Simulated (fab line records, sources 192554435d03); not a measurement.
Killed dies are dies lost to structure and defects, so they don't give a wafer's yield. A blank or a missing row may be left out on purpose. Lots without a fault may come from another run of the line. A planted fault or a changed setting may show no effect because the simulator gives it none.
Chamber matching | flow n5_finfet | N5_BEOL_M11_CMP_52 on cmp-04: 4 sister chambers
The step polishes, stops on SiCOH lowk, t overpolish 7 s, target thk 140 nm. 8 wafers are shown with their chamber, then 10 later ones without.

WAFERS WITH THEIR CHAMBER
wafer  | chamber | motor_current_A (A) | time_to_endpoint_s (s)
L074.1 | 1       | 6.0                 | 64
L075.1 | 1       | 6.1                 | 64
L085.3 | 2       | 6.1                 | 68
L085.6 | 3       | 5.9                 | 68
L086.1 | 2       | 6.6                 | 64
L086.5 | 3       | 5.7                 | 64
L088.3 | 0       | 7.1                 | 57
L088.5 | 0       | 7.0                 | 59

WAFERS WITHOUT THEIR CHAMBER
wafer  | motor_current_A (A) | time_to_endpoint_s (s)
L088.6 | 6.3                 | 63
L093.1 | 5.8                 | 67
L093.3 | 7.1                 | 61
L093.5 | 6.2                 | 65
L095.2 | 6.4                 | 63
L095.4 | 6.0                 | 59
L095.5 | 7.2                 | 60
L097.1 | 7.3                 | 59
L097.3 | 6.3                 | 62
L097.4 | 6.6                 | 68

WHICH CHAMBER EACH WENT THROUGH
wafer  | from the rows above          | in truth
L088.6 | can't be placed: 1 or 2 or 3 | 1
L093.1 | can't be placed: 3 or 1      | 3
L093.3 | 0                            | 0
L093.5 | can't be placed: 2 or 1 or 3 | 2
L095.2 | can't be placed: 2 or 1 or 3 | 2
L095.4 | can't be placed: 1 or 3 or 2 | 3
L095.5 | 0                            | 0
L097.1 | 0                            | 0
L097.3 | can't be placed: 1 or 2 or 3 | 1
L097.4 | can't be placed: 2 or 1      | 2
Placed correctly: 3 of 10. Can't be placed from these rows: 7 (the true chamber is among the candidates in 7). Placed wrongly: 0.
How it was worked out, from the rows above alone: a wafer's distance from a chamber is the root of the sum, over the readings, of the square of ((its reading less the chamber's mean) divided by the reading's scatter). The wafer belongs to the nearest chamber; if the next one is less than 2 further off, it can't be placed. A chamber's mean is the mean of its shown wafers. The scatter: the root of (the sum of the squares of (reading less its chamber's mean) over the shown wafers, divided by (wafers less chambers)).
